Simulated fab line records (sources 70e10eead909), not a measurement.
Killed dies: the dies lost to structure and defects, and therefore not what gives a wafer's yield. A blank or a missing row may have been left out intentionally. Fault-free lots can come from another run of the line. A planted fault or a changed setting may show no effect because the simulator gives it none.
The tool behind it: which one?	flow nandHarc	Sampling: 6 lots, 18 wafers, 3 of 1302 route steps

WHAT EACH GAUGE READ, for each wafer
NHARC_P_GATE_CD_MEAS_59: target cd 720 nm.
lot	measured	on	cdNm (nm)
L414	day 5 23:45	cdSem-03	716.9 720.0 718.3
L417	day 7 09:14	cdSem-01	719.8 718.8 722.4
L421	day 9 08:31	cdSem-01	719.0 721.7 723.7
L423	day 10 04:21	cdSem-03	724.5 719.4 722.1
L427	day 11 13:01	cdSem-03	722.0 722.2 722.1
L435	day 15 00:11	cdSem-02	719.5 720.7 722.1

WHAT TOOL EACH LOT RAN ON (gives the tool, then ch and the chambers of the sampled wafers, and finally the start)
lot	NHARC_P_GATE_HM_OPEN_105	NHARC_P_GATE_EXPOSE_56
L414	rieDiel-04 ch 0,1,3, day 5 23:35 or earlier	krfScanner-02 ch 0, day 5 23:35
L417	rieDiel-02 ch 0,1,3, day 7 09:05 or earlier	krfScanner-04 ch 0, day 7 09:05
L421	rieDiel-02 ch 2,3, day 9 08:21 or earlier	krfScanner-02 ch 0, day 9 08:21
L423	rieDiel-09 ch 0,3, day 10 04:11 or earlier	krfScanner-02 ch 0, day 10 04:11
L427	rieDiel-04 ch 1,3, day 11 12:51 or earlier	krfScanner-01 ch 0, day 11 12:51
L435	rieDiel-02 ch 0,2,3, day 15 00:02 or earlier	krfScanner-02 ch 0, day 15 00:02
- NHARC_P_GATE_HM_OPEN_105: chemistry O2/COS, target depth 360 nm.
- NHARC_P_GATE_EXPOSE_56: exposes mask P PSD, target cd 720 nm.

THE ANSWER, worked out from the rows above alone
Rule: the usual values come from the lots themselves. The widest of any qualifying gaps counts: lots, ordered by their means at a reading, are off when they make up no more than a third of the lots, leave a main group of 4 or more, and stand apart from it by 3 or more times the standard deviation of that group's means. If all means in a main group match to the digits the tables above print for the reading, that group is not used. Also off: a lot with no number at a reading for which 4 or more lots have one. The other lots that the step has rows for count as sound.
Nothing can be told from this: no lot is off at any reading shown.

WHAT HAD BEEN PUT IN BY THE SIMULATOR
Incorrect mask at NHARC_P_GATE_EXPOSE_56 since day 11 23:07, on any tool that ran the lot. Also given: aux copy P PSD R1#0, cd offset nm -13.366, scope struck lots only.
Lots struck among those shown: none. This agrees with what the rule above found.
